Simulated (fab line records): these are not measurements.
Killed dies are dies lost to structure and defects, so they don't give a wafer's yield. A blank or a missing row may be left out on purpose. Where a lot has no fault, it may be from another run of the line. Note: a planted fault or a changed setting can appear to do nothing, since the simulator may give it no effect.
fab line records	flow n5_finfet
record lots=24	wafers=72	last_day=18
route steps=1938 shown BEOL_M5@1162 BEOL_M6@1198
lots untouched by any fault: they come from a run of this same line in which no faults occurred
start_h: start of the lot's first displayed wafer, in hours after the record's first day	wait_h: hours from the lot's prior step to this one	" the same as in the row above	L1.1+2: several wafers, shown together as one row	- no value, or no start was given	* or withheld: withheld	< > ~ a bound
route shown NAME@n: a module of which the file shows steps, and the number in the route of the first	usual: mean and standard deviation over wafers with no fault	same: alike in all rows	chamber/n: place in a boat	sites: each site's reading	_std_site: the values' standard deviation	_edge_site: mean of outer sites minus mean of inner sites	radius_mm: for every site, how far away it sits from the centre of the wafer	mask NAME#n: copy n	behind: the last tool/chamber to shape the wafer	hold: the reason the lot was held/the length of the hold in hours/how it ended	device: names the non-switching transistor (n, p or np)	end of line: tests of these same wafers at the route's end	step lacking rows: just its recipe	killed: the dies lost at the first sort to structure and to defects; this is not the yield of the wafer	map: shows each die of a wafer: x if killed, . if not, _ if none is there
set.NAME: the setting the step ran with; set.NAME@STEP: the setting that earlier step ran with	model.NAME: the simulator's own value behind a step, which no gauge read
route steps across a sampled set of lots; one table per step, one row per wafer
services: when a tool's chamber went out of use (start_h, in hours from the record's first day, below 0 if earlier), for how many hours, and the reason
## steps
# step N5_BEOL_M5_STRIP_91
# recipe chemistry=N2/H2	time_s=10	power_w=450	temp_c=40	pressure_mtorr=20	rf_frequency_hz=6e+07	bias_power_w=7	n2_flow_sccm=200	h2_flow_sccm=200
# usual drypump_motor_current_A=5.9/0.36	oes_product_au=0.78/0.07	rf_vpp_V=59.0/0.85	showerhead_plenum_p_Torr=2.51/0.1	throttle_valve_pct=23.71/0.27
lot.wafer	tool	chamber	start_h	wait_h	drypump_motor_current_A	oes_product_au	rf_hours_counter_h	rf_vpp_V	showerhead_plenum_p_Torr	throttle_valve_pct
L074.3	rie_diel-03	0	-	-	5.8	0.83	68	59.6	2.57	24.06
L074.4	"	3	"	"	5.6	0.84	49	59.8	2.69	23.13
L074.6	"	0	"	"	5.9	0.83	-	58.8	2.57	24.06
L075.1	rie_diel-03	2	-	-	6.0	0.69	223	58.7	2.52	24.00
L075.2	"	1	"	"	6.2	0.76	134	57.4	2.34	23.63
L075.4	"	0	"	"	5.9	0.83	74	58.3	2.57	24.08
L076.2	rie_diel-03	1	-	-	6.2	0.76	136	58.5	2.34	23.63
L076.3	"	3	"	"	5.6	0.83	57	60.3	2.69	23.16
L076.5	"	1	"	"	6.2	0.77	-	58.0	2.34	23.64
L077.1	rie_diel-03	3	-	-	5.6	0.83	57	58.8	2.69	23.15
L077.3	"	0	"	"	5.9	0.81	76	59.9	2.57	24.07
L077.5	"	2	"	"	5.9	0.69	-	61.4	2.52	24.00
L078.1	rie_diel-03	1	-	-	6.2	0.76	137	58.1	2.34	23.63
L078.3	"	2	"	"	5.9	0.70	226	58.7	2.52	24.01
L078.6	"	3	"	"	5.6	0.84	-	60.2	2.69	23.14
L079.3	rie_diel-01	3	-	-	6.0	0.72	191	58.1	2.51	23.54
L079.4	"	3	"	"	6.0	0.72	-	59.5	2.51	23.55
L079.5	"	0	"	"	5.9	0.77	-	58.6	2.55	23.71
L080.1	rie_diel-03	2	-	-	5.9	0.68	229	60.2	2.51	24.00
L080.3	"	3	"	"	5.6	0.81	61	58.7	2.69	23.15
L080.5	"	2	"	"	5.9	0.68	-	58.6	2.52	24.00
L081.2	rie_diel-01	2	-	-	5.5	0.97	1	59.0	2.59	24.09
L081.4	"	0	"	"	5.9	0.77	146	60.2	2.55	23.72
L081.6	"	0	"	"	5.9	0.77	-	58.6	2.55	23.72
L082.3	rie_diel-01	1	-	-	6.3	0.87	49	59.6	2.47	23.65
L082.5	"	0	"	"	5.9	0.76	-	59.5	2.54	23.71
L082.6	"	1	"	"	6.3	0.86	-	59.2	2.47	23.66
L083.2	rie_diel-02	1	-	-	5.9	0.79	116	59.6	2.45	23.73
L083.4	"	0	"	"	6.5	0.67	248	58.8	2.60	23.72
L083.6	"	3	"	"	5.3	0.81	-	59.4	2.46	23.66
L084.1	rie_diel-03	2	-	-	5.9	0.67	235	60.3	2.51	24.01
L084.4	"	1	"	"	6.1	0.77	147	58.1	2.34	23.65
L084.6	"	2	"	"	5.9	0.67	-	59.2	2.51	24.02
L085.2	rie_diel-01	3	-	-	6.0	0.72	197	59.0	2.51	23.55
L085.3	"	1	"	"	6.3	0.86	55	57.6	2.47	23.65
L085.6	"	0	"	"	5.9	0.76	-	60.2	2.54	23.72
L086.2	rie_diel-03	1	-	-	6.2	0.75	152	58.3	2.34	23.65
L086.5	"	0	"	"	5.8	0.80	-	60.0	2.56	24.09
L086.6	"	1	"	"	6.2	0.75	-	59.0	2.34	23.66
L087.1	rie_diel-02	3	-	-	5.3	0.80	99	58.1	2.46	23.68
L087.2	"	1	"	"	5.9	0.78	126	57.8	2.45	23.75
L087.6	"	3	"	"	5.3	0.80	-	57.7	2.46	23.67
L088.4	rie_diel-02	1	-	-	5.9	0.78	-	59.0	2.45	23.75
L088.5	"	2	"	"	6.7	0.68	-	59.0	2.39	23.73
L088.6	"	3	"	"	5.3	0.80	-	59.6	2.46	23.67
L090.2	rie_diel-03	3	-	-	5.6	0.80	77	59.1	2.68	23.14
L090.3	"	0	"	"	5.8	0.79	95	59.7	2.56	24.11
L090.4	"	1	"	"	6.2	0.74	156	57.7	2.33	23.68
L089.3	rie_diel-01	3	-	-	6.0	0.71	206	58.6	2.51	23.56
L089.4	"	1	"	"	6.3	0.84	66	59.5	2.46	23.67
L089.5	"	0	"	"	5.9	0.74	-	59.6	2.54	23.73
L091.1	rie_diel-02	1	-	-	5.9	0.77	134	57.9	2.45	23.75
L091.2	"	3	"	"	5.3	0.79	108	58.1	2.45	23.69
L091.4	"	3	"	"	5.3	0.79	-	58.8	2.45	23.68
L093.1	rie_diel-03	1	-	-	6.2	0.74	164	56.4	2.33	23.66
L093.3	"	3	"	"	5.6	0.80	84	58.5	2.68	23.18
L093.4	"	0	"	"	5.8	0.79	-	59.1	2.56	24.11
L092.3	rie_diel-02	0	-	-	6.5	0.94	4	59.4	2.60	23.41
L092.5	"	3	"	"	5.3	0.79	-	57.7	2.45	23.69
L092.6	"	0	"	"	6.5	0.95	-	58.6	2.60	23.40
L095.2	rie_diel-01	1	-	-	6.4	0.83	75	59.4	2.46	23.69
L095.3	"	3	"	"	6.0	0.70	215	59.5	2.50	23.58
L095.4	"	2	"	"	5.5	0.88	28	60.1	2.58	24.13
L094.1	rie_diel-03	1	-	-	6.2	0.74	167	59.4	2.33	23.65
L094.3	"	0	"	"	5.9	0.79	105	59.7	2.55	24.11
L094.4	"	0	"	"	5.9	0.78	-	59.0	2.55	24.13
L096.2	rie_diel-02	0	-	-	6.4	0.93	9	60.4	2.60	23.43
L096.3	"	3	"	"	5.3	0.78	117	58.3	2.45	23.68
L096.4	"	1	"	"	5.9	0.76	142	58.8	2.44	23.75
L097.2	rie_diel-01	1	-	-	6.3	0.81	82	59.8	2.46	23.69
L097.4	"	0	"	"	5.9	0.73	181	59.2	2.53	23.75
L097.5	"	1	"	"	6.3	0.80	-	60.3	2.46	23.69
# step N5_BEOL_M5_ANNEAL_49
# recipe temp_c=400	time_s=1800	ambient=vacuum
# usual heater_power_w=863/54
lot.wafer	tool	chamber	start_h	wait_h	heater_power_w
L074.3	pvd_sputter-01	-	180.05	0.0	843
L074.4	"	-	"	"	819
L074.6	"	-	"	"	818
L075.1	pvd_sputter-02	-	200.70	0.0	897
L075.2	"	-	"	"	852
L075.4	"	-	"	"	970
L076.2	pvd_sputter-03	-	205.74	0.0	853
L076.3	"	-	"	"	911
L076.5	"	-	"	"	928
L077.1	pvd_sputter-01	-	206.46	0.0	790
L077.3	"	-	"	"	844
L077.5	"	-	"	"	853
L078.1	pvd_sputter-02	-	207.44	0.0	930
L078.3	"	-	"	"	894
L078.6	"	-	"	"	909
L079.3	pvd_sputter-03	-	217.92	0.0	899
L079.4	"	-	"	"	861
L079.5	"	-	"	"	903
L080.1	pvd_sputter-02	-	221.28	0.0	883
L080.3	"	-	"	"	791
L080.5	"	-	"	"	854
L081.2	pvd_sputter-03	-	223.16	0.0	928
L081.4	"	-	"	"	895
L081.6	"	-	"	"	798
L082.3	pvd_sputter-03	-	232.23	0.0	823
L082.5	"	-	"	"	947
L082.6	"	-	"	"	899
L083.2	pvd_sputter-02	-	238.34	0.0	939
L083.4	"	-	"	"	869
L083.6	"	-	"	"	932
L084.1	pvd_sputter-03	-	243.07	0.0	907
L084.4	"	-	"	"	790
L084.6	"	-	"	"	889
L085.2	pvd_sputter-03	-	247.50	0.0	849
L085.3	"	-	"	"	881
L085.6	"	-	"	"	914
L086.2	pvd_sputter-03	-	262.05	0.0	798
L086.5	"	-	"	"	851
L086.6	"	-	"	"	771
L087.1	pvd_sputter-01	-	265.66	0.0	859
L087.2	"	-	"	"	854
L087.6	"	-	"	"	841
L088.4	pvd_sputter-02	-	269.19	0.0	811
L088.5	"	-	"	"	780
L088.6	"	-	"	"	966
L090.2	pvd_sputter-02	-	274.83	0.0	782
L090.3	"	-	"	"	944
L090.4	"	-	"	"	845
L089.3	pvd_sputter-01	-	280.36	0.0	865
L089.4	"	-	"	"	806
L089.5	"	-	"	"	838
L091.1	pvd_sputter-03	-	287.11	0.0	922
L091.2	"	-	"	"	854
L091.4	"	-	"	"	810
L093.1	pvd_sputter-03	-	299.38	0.0	812
L093.3	"	-	"	"	921
L093.4	"	-	"	"	912
L092.3	pvd_sputter-02	-	300.65	0.0	842
L092.5	"	-	"	"	902
L092.6	"	-	"	"	844
L095.2	pvd_sputter-02	-	306.15	0.0	933
L095.3	"	-	"	"	866
L095.4	"	-	"	"	894
L094.1	pvd_sputter-03	-	306.89	0.0	802
L094.3	"	-	"	"	864
L094.4	"	-	"	"	916
L096.2	pvd_sputter-01	-	310.27	0.0	840
L096.3	"	-	"	"	793
L096.4	"	-	"	"	833
L097.2	pvd_sputter-02	-	326.85	0.0	880
L097.4	"	-	"	"	942
L097.5	"	-	"	"	837
# step N5_BEOL_M5_SPUTTER_81
# recipe material=Cu	target_thk_a=150	temp_c=-20	chamber_pressure_pa=0.07	power_w=withheld	time_s=27.62
# usual throttle_valve_pct=30.1/1.3
lot.wafer	tool	chamber	start_h	wait_h	throttle_valve_pct
L074.3	pvd_sputter-01	-	181.05	0.5	30.3
L074.4	"	-	"	"	29.2
L074.6	"	-	"	"	29.2
L075.1	pvd_sputter-02	-	201.70	0.5	28.4
L075.2	"	-	"	"	28.5
L075.4	"	-	"	"	32.8
L076.2	pvd_sputter-03	-	206.75	0.5	31.0
L076.3	"	-	"	"	29.2
L076.5	"	-	"	"	30.1
L077.1	pvd_sputter-01	-	207.47	0.5	30.4
L077.3	"	-	"	"	30.3
L077.5	"	-	"	"	30.1
L078.1	pvd_sputter-02	-	208.45	0.5	32.9
L078.3	"	-	"	"	28.2
L078.6	"	-	"	"	32.9
L079.3	pvd_sputter-03	-	218.92	0.5	28.9
L079.4	"	-	"	"	31.1
L079.5	"	-	"	"	30.1
L080.1	pvd_sputter-02	-	222.29	0.5	28.6
L080.3	"	-	"	"	31.0
L080.5	"	-	"	"	29.0
L081.2	pvd_sputter-03	-	224.17	0.5	30.2
L081.4	"	-	"	"	29.3
L081.6	"	-	"	"	30.3
L082.3	pvd_sputter-03	-	233.23	0.5	31.0
L082.5	"	-	"	"	30.4
L082.6	"	-	"	"	29.2
L083.2	pvd_sputter-02	-	239.34	0.5	32.7
L083.4	"	-	"	"	28.5
L083.6	"	-	"	"	32.5
L084.1	pvd_sputter-03	-	244.08	0.5	29.0
L084.4	"	-	"	"	30.3
L084.6	"	-	"	"	29.2
L085.2	pvd_sputter-03	-	248.51	0.5	31.0
L085.3	"	-	"	"	29.4
L085.6	"	-	"	"	29.1
L086.2	pvd_sputter-03	-	263.05	0.5	30.2
L086.5	"	-	"	"	31.2
L086.6	"	-	"	"	30.7
L087.1	pvd_sputter-01	-	266.66	0.5	29.5
L087.2	"	-	"	"	30.1
L087.6	"	-	"	"	30.3
L088.4	pvd_sputter-02	-	270.19	0.5	31.0
L088.5	"	-	"	"	31.0
L088.6	"	-	"	"	32.9
L090.2	pvd_sputter-02	-	275.84	0.5	30.9
L090.3	"	-	"	"	32.8
L090.4	"	-	"	"	28.7
L089.3	pvd_sputter-01	-	281.37	0.5	29.8
L089.4	"	-	"	"	29.3
L089.5	"	-	"	"	30.0
L091.1	pvd_sputter-03	-	288.12	0.5	30.1
L091.2	"	-	"	"	31.1
L091.4	"	-	"	"	30.5
L093.1	pvd_sputter-03	-	300.39	0.5	30.4
L093.3	"	-	"	"	30.2
L093.4	"	-	"	"	29.3
L092.3	pvd_sputter-02	-	301.65	0.5	28.8
L092.5	"	-	"	"	28.3
L092.6	"	-	"	"	28.8
L095.2	pvd_sputter-02	-	307.15	0.5	32.7
L095.3	"	-	"	"	28.6
L095.4	"	-	"	"	28.1
L094.1	pvd_sputter-03	-	307.90	0.5	30.1
L094.3	"	-	"	"	31.1
L094.4	"	-	"	"	29.2
L096.2	pvd_sputter-01	-	311.28	0.5	29.9
L096.3	"	-	"	"	30.3
L096.4	"	-	"	"	29.4
L097.2	pvd_sputter-02	-	327.86	0.5	28.6
L097.4	"	-	"	"	32.7
L097.5	"	-	"	"	28.7
# step N5_BEOL_M5_SPUTTER_83
# recipe material=Cu	target_thk_a=150	temp_c=-20	chamber_pressure_pa=0.07	power_w=withheld	time_s=27.62
# usual throttle_valve_pct=30.1/1.2
lot.wafer	tool	chamber	start_h	wait_h	throttle_valve_pct
L074.3	pvd_sputter-01	-	182.14	0.5	30.0
L074.4	"	-	"	"	29.2
L074.6	"	-	"	"	29.4
L075.1	pvd_sputter-02	-	202.79	0.5	28.4
L075.2	"	-	"	"	28.7
L075.4	"	-	"	"	32.8
L076.2	pvd_sputter-03	-	207.83	0.5	31.1
L076.3	"	-	"	"	28.9
L076.5	"	-	"	"	30.1
L077.1	pvd_sputter-01	-	208.55	0.5	30.2
L077.3	"	-	"	"	30.3
L077.5	"	-	"	"	29.9
L078.1	pvd_sputter-02	-	209.54	0.5	32.6
L078.3	"	-	"	"	28.0
L078.6	"	-	"	"	32.6
L079.3	pvd_sputter-03	-	220.01	0.5	29.1
L079.4	"	-	"	"	31.2
L079.5	"	-	"	"	30.2
L080.1	pvd_sputter-02	-	223.37	0.5	28.6
L080.3	"	-	"	"	30.9
L080.5	"	-	"	"	28.7
L081.2	pvd_sputter-03	-	225.26	0.5	30.3
L081.4	"	-	"	"	29.3
L081.6	"	-	"	"	30.4
L082.3	pvd_sputter-03	-	234.32	0.5	31.2
L082.5	"	-	"	"	30.2
L082.6	"	-	"	"	29.4
L083.2	pvd_sputter-02	-	240.43	0.5	32.9
L083.4	"	-	"	"	28.7
L083.6	"	-	"	"	32.9
L084.1	pvd_sputter-03	-	245.17	0.5	29.2
L084.4	"	-	"	"	30.4
L084.6	"	-	"	"	29.2
L085.2	pvd_sputter-03	-	249.59	0.5	31.2
L085.3	"	-	"	"	28.9
L085.6	"	-	"	"	29.2
L086.2	pvd_sputter-03	-	264.14	0.5	30.2
L086.5	"	-	"	"	31.3
L086.6	"	-	"	"	30.5
L087.1	pvd_sputter-01	-	267.75	0.5	29.5
L087.2	"	-	"	"	29.9
L087.6	"	-	"	"	30.0
L088.4	pvd_sputter-02	-	271.28	0.5	30.8
L088.5	"	-	"	"	31.0
L088.6	"	-	"	"	32.7
L090.2	pvd_sputter-02	-	276.93	0.5	30.8
L090.3	"	-	"	"	32.7
L090.4	"	-	"	"	28.9
L089.3	pvd_sputter-01	-	282.46	0.5	29.2
L089.4	"	-	"	"	29.0
L089.5	"	-	"	"	30.1
L091.1	pvd_sputter-03	-	289.21	0.5	30.3
L091.2	"	-	"	"	31.2
L091.4	"	-	"	"	30.3
L093.1	pvd_sputter-03	-	301.48	0.5	30.6
L093.3	"	-	"	"	30.3
L093.4	"	-	"	"	29.1
L092.3	pvd_sputter-02	-	302.74	0.5	28.9
L092.5	"	-	"	"	28.1
L092.6	"	-	"	"	28.8
L095.2	pvd_sputter-02	-	308.24	0.5	32.5
L095.3	"	-	"	"	28.4
L095.4	"	-	"	"	28.2
L094.1	pvd_sputter-03	-	308.98	0.5	30.3
L094.3	"	-	"	"	31.0
L094.4	"	-	"	"	29.0
L096.2	pvd_sputter-01	-	312.37	0.5	30.3
L096.3	"	-	"	"	30.2
L096.4	"	-	"	"	29.0
L097.2	pvd_sputter-02	-	328.94	0.5	28.7
L097.4	"	-	"	"	32.5
L097.5	"	-	"	"	28.7
# step N5_BEOL_M6_HM_DEP_02
# recipe material=TiN	target_thk_a=200	temp_c=25	chamber_pressure_pa=0.49996
# usual throttle_valve_pct=30.1/1.1
lot.wafer	tool	chamber	start_h	wait_h	throttle_valve_pct
L074.3	pvd_sputter-02	-	187.92	1.7	28.4
L074.4	"	-	"	"	30.6
L074.6	"	-	"	"	32.6
L075.1	pvd_sputter-01	-	211.37	4.4	29.3
L075.2	"	-	"	"	29.1
L075.4	"	-	"	"	30.1
L076.2	pvd_sputter-01	-	212.05	0.3	29.0
L076.3	"	-	"	"	29.3
L076.5	"	-	"	"	29.6
L077.1	pvd_sputter-03	-	214.71	2.2	30.2
L077.3	"	-	"	"	29.1
L077.5	"	-	"	"	30.1
L078.1	pvd_sputter-03	-	214.91	1.3	30.2
L078.3	"	-	"	"	30.1
L078.6	"	-	"	"	30.2
L079.3	pvd_sputter-02	-	226.03	2.0	27.9
L079.4	"	-	"	"	28.5
L079.5	"	-	"	"	30.8
L080.1	pvd_sputter-03	-	227.59	0.1	28.8
L080.3	"	-	"	"	30.2
L080.5	"	-	"	"	29.4
L081.2	pvd_sputter-02	-	230.74	1.4	28.8
L081.4	"	-	"	"	30.9
L081.6	"	-	"	"	28.4
L082.3	pvd_sputter-03	-	239.31	1.0	30.5
L082.5	"	-	"	"	31.1
L082.6	"	-	"	"	30.4
L083.2	pvd_sputter-02	-	246.17	0.0	31.0
L083.4	"	-	"	"	32.5
L083.6	"	-	"	"	32.4
L084.1	pvd_sputter-01	-	249.72	0.6	29.3
L084.4	"	-	"	"	30.1
L084.6	"	-	"	"	30.1
L085.2	pvd_sputter-03	-	255.23	1.7	30.9
L085.3	"	-	"	"	29.1
L085.6	"	-	"	"	28.9
L086.2	pvd_sputter-03	-	268.67	0.6	30.3
L086.5	"	-	"	"	31.3
L086.6	"	-	"	"	30.4
L087.1	pvd_sputter-03	-	273.57	1.7	30.4
L087.2	"	-	"	"	30.3
L087.6	"	-	"	"	30.2
L088.4	pvd_sputter-03	-	276.45	1.2	30.3
L088.5	"	-	"	"	31.1
L088.6	"	-	"	"	29.8
L090.2	pvd_sputter-03	-	284.43	3.3	31.0
L090.3	"	-	"	"	29.3
L090.4	"	-	"	"	30.5
L089.3	pvd_sputter-01	-	289.36	1.0	29.1
L089.4	"	-	"	"	29.4
L089.5	"	-	"	"	29.2
L091.1	pvd_sputter-02	-	293.39	0.2	28.7
L091.2	"	-	"	"	31.2
L091.4	"	-	"	"	32.7
L093.1	pvd_sputter-01	-	305.88	0.4	29.2
L093.3	"	-	"	"	30.3
L093.4	"	-	"	"	28.8
L092.3	pvd_sputter-01	-	308.39	1.4	29.4
L092.5	"	-	"	"	30.0
L092.6	"	-	"	"	29.2
L095.2	pvd_sputter-02	-	312.97	0.8	28.7
L095.3	"	-	"	"	32.8
L095.4	"	-	"	"	28.3
L094.1	pvd_sputter-02	-	313.45	0.4	28.2
L094.3	"	-	"	"	31.0
L094.4	"	-	"	"	32.7
L096.2	pvd_sputter-01	-	316.68	0.2	30.2
L096.3	"	-	"	"	29.3
L096.4	"	-	"	"	30.0
L097.2	pvd_sputter-03	-	335.50	2.5	31.0
L097.4	"	-	"	"	30.0
L097.5	"	-	"	"	31.2
# step N5_BEOL_M6_STRIP_67
# recipe chemistry=CF4	resist=SiARC	power_w=300	bias_power_w=75	pressure_mtorr=50	cf4_flow_sccm=150	rf_frequency_hz=6e+07
# usual drypump_motor_current_A=5.8/0.47	oes_product_au=0.81/0.07	rf_vpp_V=271.0/1.6	showerhead_plenum_p_Torr=1.80/0.058	throttle_valve_pct=13.55/0.26
lot.wafer	tool	chamber	start_h	wait_h	drypump_motor_current_A	oes_product_au	rf_hours_counter_h	rf_vpp_V	showerhead_plenum_p_Torr	throttle_valve_pct
L074.3	rie_diel-04	0	188.74	0.0	6.7	0.71	229	268.6	1.71	13.59
L074.4	"	2	"	"	5.5	0.73	177	270.6	1.80	13.89
L074.6	"	3	"	"	5.8	0.88	-	272.7	1.83	13.35
L075.1	rie_diel-06	1	212.43	0.0	6.0	0.72	207	269.8	1.71	13.64
L075.2	"	2	"	"	5.8	0.89	17	270.3	1.75	13.24
L075.4	"	3	"	"	5.4	0.84	53	272.1	1.76	13.16
L076.2	rie_diel-05	1	212.81	0.0	5.9	0.86	61	268.7	1.75	13.50
L076.3	"	0	"	"	6.1	0.88	32	270.7	1.77	13.59
L076.5	"	3	"	"	6.6	0.76	-	271.4	1.80	13.72
L077.1	rie_diel-05	2	215.61	0.0	5.1	0.90	22	268.9	1.76	13.25
L077.3	"	3	"	"	6.6	0.76	163	270.6	1.80	13.70
L077.5	"	0	"	"	6.1	0.88	-	271.2	1.77	13.58
L078.1	rie_diel-04	1	215.66	0.0	5.3	0.80	84	272.8	1.88	13.61
L078.3	"	0	"	"	6.7	0.71	240	268.6	1.70	13.61
L078.6	"	3	"	"	5.9	0.86	-	270.8	1.82	13.38
L079.3	rie_diel-05	0	226.91	0.0	6.1	0.87	36	270.8	1.77	13.61
L079.4	"	1	"	"	5.9	0.85	65	268.3	1.74	13.51
L079.5	"	2	"	"	5.1	0.89	-	270.1	1.76	13.24
L080.1	rie_diel-06	0	228.41	0.0	5.3	0.81	99	273.3	1.88	13.65
L080.3	"	2	"	"	5.8	0.88	23	270.5	1.75	13.25
L080.5	"	0	"	"	5.4	0.81	-	274.7	1.89	13.66
L081.2	rie_diel-06	2	231.53	0.0	5.8	0.89	24	268.4	1.75	13.26
L081.4	"	0	"	"	5.3	0.81	101	272.4	1.88	13.67
L081.6	"	3	"	"	5.5	0.83	-	271.1	1.75	13.18
L082.3	rie_diel-06	3	240.14	0.0	5.4	0.83	62	270.5	1.75	13.19
L082.5	"	2	"	"	5.8	0.87	-	270.7	1.75	13.25
L082.6	"	1	"	"	6.0	0.71	-	268.0	1.71	13.66
L083.2	rie_diel-04	1	247.28	0.0	5.3	0.80	94	271.6	1.88	13.62
L083.4	"	3	"	"	5.8	0.85	-	271.6	1.82	13.40
L083.6	"	2	"	"	5.5	0.71	-	271.2	1.79	13.94
L084.1	rie_diel-05	2	250.48	0.0	5.1	0.88	34	269.5	1.76	13.27
L084.4	"	3	"	"	6.6	0.74	174	270.8	1.79	13.73
L084.6	"	1	"	"	5.9	0.85	-	270.6	1.74	13.53
L085.2	rie_diel-06	2	256.02	0.0	5.8	0.87	33	269.4	1.75	13.27
L085.3	"	1	"	"	6.0	0.71	223	268.7	1.71	13.66
L085.6	"	3	"	"	5.5	0.82	-	270.2	1.75	13.20
L086.2	rie_diel-04	0	269.37	0.0	6.7	0.96	1	274.0	1.91	13.06
L086.5	"	0	"	"	6.7	0.96	-	273.9	1.91	13.06
L086.6	"	3	"	"	5.9	0.83	-	271.0	1.82	13.42
L087.1	rie_diel-04	2	274.27	0.0	5.5	0.70	212	270.6	1.79	13.97
L087.2	"	3	"	"	5.8	0.83	58	272.7	1.82	13.44
L087.6	"	2	"	"	5.5	0.70	-	269.0	1.79	13.98
L088.4	rie_diel-04	1	277.63	0.0	5.3	0.77	109	272.1	1.88	13.67
L088.5	"	2	"	"	5.5	0.70	-	270.3	1.79	14.00
L088.6	"	1	"	"	5.3	0.79	-	273.8	1.88	13.65
L090.2	rie_diel-05	3	285.49	0.0	6.6	0.74	184	269.8	1.79	13.75
L090.3	"	1	"	"	5.9	0.82	85	269.1	1.74	13.57
L090.4	"	2	"	"	5.1	0.86	46	270.9	1.76	13.30
L089.3	rie_diel-04	3	290.23	0.0	5.8	0.82	64	271.8	1.81	13.45
L089.4	"	1	"	"	5.3	0.77	114	272.6	1.87	13.67
L089.5	"	0	"	"	6.7	0.92	-	272.3	1.91	13.07
L091.1	rie_diel-04	2	294.70	0.0	5.5	0.69	220	271.3	1.79	13.98
L091.2	"	0	"	"	6.7	0.92	12	273.5	1.91	13.10
L091.4	"	3	"	"	5.8	0.82	66	271.6	1.81	13.46
L093.1	rie_diel-04	3	306.59	0.0	5.8	0.82	68	269.5	1.81	13.46
L093.3	"	2	"	"	5.5	0.69	223	272.4	1.79	14.02
L093.4	"	1	"	"	5.3	0.78	120	272.5	1.87	13.70
L092.3	rie_diel-06	3	309.22	0.0	5.4	0.79	87	269.9	1.75	13.26
L092.5	"	1	"	"	6.0	0.70	-	269.3	1.70	13.70
L092.6	"	0	"	"	5.3	0.79	-	274.6	1.88	13.73
L095.2	rie_diel-05	2	313.80	0.0	5.1	0.85	56	270.0	1.75	13.32
L095.3	"	3	"	"	6.6	0.72	194	270.4	1.79	13.78
L095.4	"	0	"	"	6.0	0.83	66	267.9	1.76	13.67
L094.1	rie_diel-04	0	314.28	0.0	6.6	0.91	16	273.1	1.91	13.10
L094.3	"	2	"	"	5.5	0.69	227	270.1	1.78	14.04
L094.4	"	1	"	"	5.3	0.77	123	273.4	1.87	13.69
L096.2	rie_diel-04	1	317.50	0.0	5.3	0.77	124	272.5	1.87	13.71
L096.3	"	2	"	"	5.5	0.69	229	271.4	1.78	14.02
L096.4	"	0	"	"	6.6	0.91	17	272.2	1.91	13.10
L097.2	rie_diel-05	2	336.38	0.0	5.1	0.84	66	270.7	1.75	13.33
L097.4	"	3	"	"	6.6	0.72	204	271.4	1.79	13.79
L097.5	"	0	"	"	6.1	0.81	-	268.9	1.76	13.69
## services
tool	chamber	start_h	hours	kind
rie_diel-06	2	170.36	8.9	repair
rie_diel-06	3	172.60	2.8	repair
rie_diel-01	2	187.71	-	clean
rie_diel-01	2	187.71	-	consumable_replace:focus_ring
rie_diel-04	3	224.03	4.5	repair
rie_diel-06	-	225.76	0.7	repair
rie_diel-01	3	229.61	8.4	repair
rie_diel-04	3	235.85	2.8	repair
rie_diel-04	0	247.04	-	clean
rie_diel-04	0	247.04	-	consumable_replace:focus_ring
rie_diel-04	0	247.04	-	consumable_replace:showerhead
rie_diel-04	0	247.04	19.1	scheduled_down
rie_diel-04	0	247.04	19.1	vent_cycle
rie_diel-03	2	257.83	5.3	repair
rie_diel-05	-	270.27	0.2	repair
pvd_sputter-02	-	281.56	1.6	repair
rie_diel-04	3	294.87	1.6	repair
rie_diel-04	0	297.11	5.5	repair
rie_diel-03	2	297.32	-	clean
rie_diel-03	2	297.32	-	consumable_replace:focus_ring
rie_diel-03	2	297.32	15.2	scheduled_down
rie_diel-03	2	297.32	15.2	vent_cycle
rie_diel-03	3	305.87	4.8	repair
rie_diel-02	-	325.54	2.8	pm
## key
fault none
